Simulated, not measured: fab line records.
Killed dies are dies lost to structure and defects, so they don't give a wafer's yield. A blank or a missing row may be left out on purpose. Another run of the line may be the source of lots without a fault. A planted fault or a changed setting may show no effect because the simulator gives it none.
Split-lot experiment    flow n5-finfet    on a route of 1938 steps: 7 lots, 21 wafers read

== THE SPLIT ITSELF ==
At N5_PMOS_HMC_CHANNEL_EPI_COAT_03 (resist thk 205 nm), the setting spin-rpm was moved away from the recipe's 1500 rpm on 4 of the 21 wafers read, by -10.5% to -6.0%. For the rest of the wafers, this setting stayed at what the recipe calls for.

Reading taken at the split's own step.

== THE READING ==
CAR-ArF-block_of_PMOS_HMC_CHANNEL_EPI_COAT_03.thk-nm (the simulator's own value, which no gauge read), in nm, at N5_PMOS_HMC_CHANNEL_EPI_COAT_03 (resist thk 205 nm). The file does not state a usual value for it. Average 205.3 nm, standard deviation 0.58 nm, over the 17 wafers here run with the recipe.

wafer   tool, chamber at the split  spin-rpm as run, rpm  against the recipe  CAR-ArF-block_of_PMOS_HMC_CHANNEL_EPI_COAT_03.thk-nm, nm  against lot-mates on the recipe
L074.3  litho-track-02, 0           1500                  recipe              205.9                                                     -
L074.5  litho-track-02, 0           1500                  recipe              205.8                                                     -
L074.6  litho-track-02, 0           1500                  recipe              206.3                                                     -
L079.1  litho-track-01, 0           1500                  recipe              205.3                                                     -
L079.3  litho-track-01, 0           1500                  recipe              204.4                                                     -
L079.6  litho-track-01, 0           1500                  recipe              205.2                                                     -
L085.4  litho-track-01, 0           1500                  recipe              205.8                                                     -
L085.5  litho-track-01, 0           1410                  -6.0%               213.2                                                     +7.4
L085.6  litho-track-01, 0           1410                  -6.0%               212.1                                                     +6.3
L086.2  litho-track-05, 0           1500                  recipe              204.5                                                     -
L086.5  litho-track-05, 0           1500                  recipe              204.5                                                     -
L086.6  litho-track-05, 0           1500                  recipe              204.8                                                     -
L088.1  litho-track-01, 0           1500                  recipe              205.8                                                     -
L088.5  litho-track-01, 0           1500                  recipe              205.6                                                     -
L088.6  litho-track-01, 0           1500                  recipe              205.9                                                     -
L092.2  litho-track-02, 0           1500                  recipe              204.8                                                     -
L092.6  litho-track-02, 0           1500                  recipe              204.8                                                     -
L092.5  litho-track-02, 0           1500                  recipe              204.7                                                     -
L096.2  litho-track-01, 0           1500                  recipe              205.4                                                     -
L096.5  litho-track-01, 0           1342                  -10.5%              218.1                                                     +12.7
L096.6  litho-track-01, 0           1342                  -10.5%              217.9                                                     +12.5

THE FIT
A straight line over all 21 wafers: CAR-ArF-block_of_PMOS_HMC_CHANNEL_EPI_COAT_03.thk-nm changes by -1.21 nm for each +1% of spin-rpm; r = -0.99; the points scatter about the line by 0.58 nm.
The same after taking each lot's own level away (the mean of its wafers on the recipe; 21 wafers): -1.18 nm for each +1%; r = -1.00; scatter 0.28 nm.
That fit puts the effect of the largest move of spin-rpm on the reading at 12 nm.
Measured against the standard deviation above, the lots' own levels, which go from 204.60 to 206.00 nm, span 2.4 times it.
Hence the lot-to-lot level has little effect on the slope; both slopes agree.
Check: +12.3 nm against its lot-mates is what the line predicts for one of the wafers moved furthest among these (-10.5%) when that wafer is left out of the fit. It came out at +12.7 nm against them.

== OTHER SPLITS APPLIED TO THESE WAFERS ==
Note: prior to the reading, these wafers also went through further splits. Each is held against what the fit with the lots' levels taken away leaves over:
other split on the same wafers           wafers away from the commonest value  r with CAR-ArF-block_of_PMOS_HMC_CHANNEL_EPI_COAT_03.thk-nm (lot level and that fit taken away)
N5_ZERO_LAYER_EXPOSE_08 dose-mj          4                                     +0.04
N5_ZERO_LAYER_DEVELOP_10 develop-time-s  6                                     +0.55

== THE FILE'S OWN FIT ==
CAR-ArF-block_of_PMOS_HMC_CHANNEL_EPI_COAT_03.thk-nm changes by -1.18 nm for each +1% of spin-rpm, r = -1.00.
